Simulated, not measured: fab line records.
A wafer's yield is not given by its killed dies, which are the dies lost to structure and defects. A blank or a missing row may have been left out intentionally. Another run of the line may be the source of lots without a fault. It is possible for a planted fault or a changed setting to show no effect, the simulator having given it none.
Comparing a struck lot with a sound one ; flow nand harc ; 15 steps out of a route of 1159
Sound: wafers L865.1, L865.4, L865.5. Struck: wafers L857.1, L857.2, L857.4. The cause comes at the end.
Per side, at each step with rows, come the tool, then ch with its chambers, and then its first start. Under that, the readings that differ: sound wafers ; struck wafers ; difference of the means ; sigmas: that difference in standard deviations of wafers without a fault.
alike: words and numbers the same on both sides, and readings whose means are apart by under 2 such deviations; not compared: readings that were withheld, readings missing a value for some wafer, numbers with overlapping values and no deviation given by the record, and bounds like >300 which may hide the same value.
The two part at a step that has a row with sigmas, a row that says differs or no value, or rows on one side only. Non-overlapping numbers with no deviation appear without sigmas and do not part them. A reading that every wafer of one side lacks parts them only if that side has two wafers or more.

first, 3 steps without rows for these wafers: NHARC_A_CONTACT_ETCH_113 (etches the open film in C4F8/O2/Ar, time 94 s, target depth 922 nm); NHARC_A_CONTACT_ETCH_114 (etches the open film in C4F8/O2/Ar, time 94 s, target depth 922 nm); NHARC_A_CONTACT_ETCH_115 (etches the open film in C4F8/O2/Ar, time 94 s, target depth 922 nm).
NHARC_A_CONTACT_ETCH_116: etches the open film in C4F8/O2/Ar, time 94 s, target depth 922 nm.
  sound on har cap etch-03 ch 0,1, day 21 18:59; struck on har cap etch-03 ch 0,1, day 19 11:13
  not compared: rf hours counter h
NHARC_A_CONTACT_ETCH_117: etches the open film in C4F8/O2/Ar, time 94 s, target depth 922 nm.
  sound on har cap etch-03 ch 0,1, day 21 19:04; struck on har cap etch-03 ch 0,1, day 19 11:18
  not compared: rf hours counter h
NHARC_A_CONTACT_ETCH_118: etches the open film in C4F8/O2/Ar, time 94 s, target depth 922 nm.
  sound on har cap etch-03 ch 0,1, day 21 19:10; struck on har cap etch-03 ch 0,1, day 19 11:23
  not compared: rf hours counter h
then, 1 step without rows for these wafers: NHARC_A_CONTACT_ETCH_119 (etches the open film in C4F8/O2/Ar, time 94 s, target depth 922 nm).
NHARC_A_CONTACT_ETCH_120: etches the open film in C4F8/O2/Ar, time 94 s, target depth 922 nm.
  sound on har cap etch-03 ch 0,1, day 21 19:21; struck on har cap etch-03 ch 0,1, day 19 11:34
  not compared: rf hours counter h
NHARC_A_CONTACT_ETCH_121: etches the open film in C4F8/O2/Ar, time 94 s, target depth 922 nm.
  sound on har cap etch-03 ch 0,1, day 21 19:26; struck on har cap etch-03 ch 0,1, day 19 11:40
  not compared: rf hours counter h
then, 3 steps without rows for these wafers: NHARC_A_CONTACT_ETCH_122 (etches the open film in C4F8/O2/Ar, time 95 s, target depth 930 nm); NHARC_A_CONTACT_ETCH_123 (etches the open film in C4F8/O2/Ar, time 253 s, target depth 1090 nm); NHARC_A_CONTACT_ETCH_90 (etches the open film in CH3F/O2, target depth 40 nm, time 85.7 s).
NHARC_A_CONTACT_ETCH_96: etches the open film in C4F6/O2, target depth 20 nm, time 10 s.
  sound on rie diel-04 ch 0,1, day 21 20:27; struck on rie diel-03 ch 0,2,3, day 19 12:35
reading;sound;struck;difference;sigmas
oes product au (a.u.);0.927 0.949 0.941;0.712 0.696 0.729;-0.227;-8
  alike: drypump motor current A, rf vpp V, showerhead plenum p Torr, throttle valve pct
  not compared: rf hours counter h
NHARC_A_CONTACT_CD_MEAS_53:
  sound: cd sem-01 at day 21 20:32; struck: cd sem-01 at day 19 12:40
reading;sound;struck;difference;sigmas
cd nm (nm);190.0 191.1 190.7;188.3 187.4 187.6;-2.8;-3
-- the record jumps here: 3 days lie between the struck wafers' starts before and after (it left off in module A_CONTACT and takes up again in module END, whose first step shown is number 1159 of the route) --
NHARC_END_SORT_01:
  only the struck wafers appear in the record here, on prober-01 ch 0 at day 22 13:47; the sound ones have no rows

== WHERE THEY PART ==
At NHARC_A_CONTACT_ETCH_96 first; at NHARC_END_SORT_01 last (within this record only).

WHY: what had been put in by the simulator
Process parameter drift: rie diel-03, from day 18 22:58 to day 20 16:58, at NHARC_A_CONTACT_ETCH_96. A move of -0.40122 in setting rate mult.
